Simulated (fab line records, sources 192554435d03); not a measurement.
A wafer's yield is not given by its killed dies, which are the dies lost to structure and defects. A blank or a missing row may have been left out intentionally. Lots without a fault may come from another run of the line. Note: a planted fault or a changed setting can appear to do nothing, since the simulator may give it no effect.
Chamber matching ; flow n5Finfet ; cmp-01 running N5_BEOL_M8_CMP_52: 4 sister chambers
The step polishes, stops on SiCOH lowk, t overpolish 6.9 s, target thk 80 nm. 4 wafers are shown with their chamber, then 7 later ones without.

## WAFERS PAIRED WITH THEIR CHAMBERS
wafer;chamber;motorCurrentA (A)
L661.4;2;5.5
L666.4;3;6.5
L668.1;1;5.6
L668.2;0;7.0

## WAFERS WITH NO CHAMBER GIVEN
wafer;motorCurrentA (A)
L668.3;5.4
L667.1;5.3
L667.2;6.9
L667.3;6.4
L671.3;5.2
L671.4;5.6
L671.6;5.4

## CHAMBER TAKEN BY EACH
wafer;from the rows above;in truth
L668.3;can't be placed: 2 or 1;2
L667.1;can't be placed: 2 or 1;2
L667.2;can't be placed: 0 or 3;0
L667.3;3;3
L671.3;can't be placed: 2 or 1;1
L671.4;can't be placed: 1 or 2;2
L671.6;can't be placed: 2 or 1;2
Correct placement for 1 of the 7. Unplaceable from these rows: 6, with the true chamber sitting among the candidates in 6. 0 placed wrongly.
How it was worked out, from the rows above alone: a wafer's distance from a chamber is the root of the sum, over the readings, of the square of ((its reading less the chamber's mean) divided by the reading's scatter). If the next closest chamber is less than 2 further off than the closest, the wafer can't be placed; otherwise it belongs to the closest. For every chamber, the mean is computed from those of its wafers that are shown. The scatter: with one shown wafer a chamber, the root of the mean of the squares of how far each hidden wafer lies from its nearest shown one.
